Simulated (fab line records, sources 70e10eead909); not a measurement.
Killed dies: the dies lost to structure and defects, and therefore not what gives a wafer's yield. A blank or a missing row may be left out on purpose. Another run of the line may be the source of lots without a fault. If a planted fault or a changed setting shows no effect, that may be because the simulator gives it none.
A lot that was struck, set against a sound lot :: flow nand_harc :: 15 out of 1159 route steps
Sound: wafers L716.1, L716.2, L716.6. The struck wafers were L728.3, L728.5, L728.6. The cause comes at the end.
Per side, at each step with rows, come the tool, then ch with its chambers, and then its first start. Under that, the readings that differ: sound wafers :: struck wafers :: difference of the means :: sigmas: that difference in standard deviations of wafers without a fault.
alike: readings with means less than 2 such deviations apart, plus words and numbers identical on both sides. not compared: withheld readings, readings lacking a value on some wafer, bounds such as >300 that could conceal the same value, and numbers that have no deviation in the record and whose values overlap.
A row with sigmas, a row that says differs or no value, or rows on one side alone: a step with any of these is where the two part. Numbers that have no deviation but don't overlap get no sigmas and don't part them. Lack of a reading on every wafer of one side parts them only where that side has two or more wafers.

first, 3 steps without rows for these wafers: NHARC_P_GATE_EXPOSE_08 (exposes mask P HV); NHARC_P_GATE_PEB_09 (peb time 85 s); NHARC_P_GATE_DEVELOP_10 (time 70 s).
NHARC_P_GATE_CD_MEAS_11 targets a cd of 1640 nm.
  sound on cd_sem-02 ch 0, day 3 22:54; struck on cd_sem-03 ch 0, day 7 10:35
  alike: cd_nm
then, 1 step without rows for these wafers: NHARC_P_GATE_HARDBAKE_12 (time 80 s).
NHARC_P_GATE_DESCUM_13: chemistry O2, time 3 s.
  sound on rie_diel-02 ch 0,2,3, day 3 23:05; struck on rie_diel-12 ch 1,2, day 7 10:52
  alike: chamber_pressure_mTorr, drypump_motor_current_A, oes_product_au, rf_vpp_V, showerhead_plenum_p_Torr, throttle_valve_pct
  not compared: rf_hours_counter_h
then, 6 steps without rows for these wafers: NHARC_P_GATE_ETCH_14 (etches SiO2 in dHF, target depth 48.8 nm); NHARC_P_GATE_STRIP_15 (strips in SPM, time 780 s); NHARC_P_GATE_PRECLEAN_71 (cleans in SC1); NHARC_P_GATE_SRD_72; NHARC_P_GATE_OXIDE_16 (material SiO2, target thk 3 nm, ox time 392 s); NHARC_P_GATE_CVD_17 (deposits poly-Si, target thk 150 nm, time 900 s).
NHARC_P_GATE_HM_DEP_102: deposits aC, target thk 120 nm.
  sound on acl_dep-01 ch 0, day 4 12:17; struck on acl_dep-01 ch 0, day 8 00:46
  alike: throttle_valve_pct
NHARC_P_GATE_DEP_103: deposits SiON, target thk 30 nm.
  sound on pecvd-01 ch 1,2, day 4 12:57; struck on pecvd-03 ch 0,2, day 8 01:38
  alike: heater_power_w, rf_fwd_power_W
-- the record jumps here: 17 days lie between the struck wafers' starts before and after (it left off in module P_GATE and takes up again in module END, whose first step shown is number 1159 of the route) --
NHARC_END_SORT_01:
  here the record holds rows for the struck wafers (prober-01 ch 0, day 24 18:43) but none for the sound ones

## WHERE THEY PART
NHARC_END_SORT_01 only, going by this record.

WHY: the cause the simulator had injected
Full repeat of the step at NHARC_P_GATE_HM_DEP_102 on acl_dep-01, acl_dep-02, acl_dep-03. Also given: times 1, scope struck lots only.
